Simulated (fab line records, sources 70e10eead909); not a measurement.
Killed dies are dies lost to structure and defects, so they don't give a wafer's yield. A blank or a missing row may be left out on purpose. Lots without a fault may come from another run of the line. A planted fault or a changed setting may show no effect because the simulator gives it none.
One fault seen from 2 desks | flow nand_harc | each desk has only its own numbers; what lay behind them comes last

THE TOOL OWNER'S DESK: pecvd_onon-04
The tool's own readings at NHARC_A_ONON_D2_DEP_12 (target thk 1000 nm): means of the sampled wafers that have a number, for each lot that ran on this tool. A lot is out of limits, marked OUT, if its mean lies more than 4 standard deviations from the usual mean; the brackets give that distance.
Columns: A = susceptor_temp_C at NHARC_A_ONON_D2_DEP_12, usual 400.01 C
lot  | first seen here | A
L320 | day 13 00:29    | 400.09
L325 | day 14 20:46    | 399.88
L327 | day 15 22:24    | 399.75
L328 | day 16 10:24    | 400.00
L330 | day 16 22:44    | 399.72
L338 | day 20 00:53    | 400.25
L340 | day 21 02:25    | 399.93
This desk's finding: nothing out of limits on any of the 7 lots.

THE METROLOGY DESK
What the gauges read, lot by lot, whatever tool the lot ran on: means of the sampled wafers that have a number. A lot is out of limits, marked OUT, if its mean lies more than 4 standard deviations from the usual mean; the brackets give that distance.
Columns: A = thk_nm at NHARC_A_ONON_D2_THK_MEAS_14, usual 1003 nm
lot  | first seen here | A
L319 | day 13 00:59    | 1008
L320 | day 13 01:00    | 1012
L321 | day 13 17:09    | 1011
L322 | day 14 05:44    | 998
L323 | day 14 05:52    | 998
L325 | day 14 21:17    | 994
L327 | day 15 22:55    | 1011
L328 | day 16 10:51    | 1453 (+62) OUT
L330 | day 16 23:12    | 1444 (+61) OUT
L338 | day 20 01:23    | 1008
L339 | day 21 01:04    | 994
L340 | day 21 02:55    | 1000
This desk's finding: out of limits on L328, L330; first on L328, day 16 10:51 (thk_nm at NHARC_A_ONON_D2_THK_MEAS_14). In limits: L319, L320, L321, L322, L323, L325, L327, L338, L339, L340.

PUT TOGETHER
The metrology desk could have raised an alarm at day 16 10:51, on L328, L330.
The tool owner's desk saw nothing out of limits.
The tool owner's desk has L328, L330 on record, within its limits.
Of the lots named, all ran NHARC_A_ONON_D2_DEP_12 on pecvd_onon-04.

WHAT THE SIMULATOR HAD PUT IN
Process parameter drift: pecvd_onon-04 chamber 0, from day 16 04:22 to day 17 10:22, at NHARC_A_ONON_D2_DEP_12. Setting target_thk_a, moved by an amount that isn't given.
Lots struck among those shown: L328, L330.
Hours from the fault's start to each desk's first reading out of limits: the metrology desk, 6.
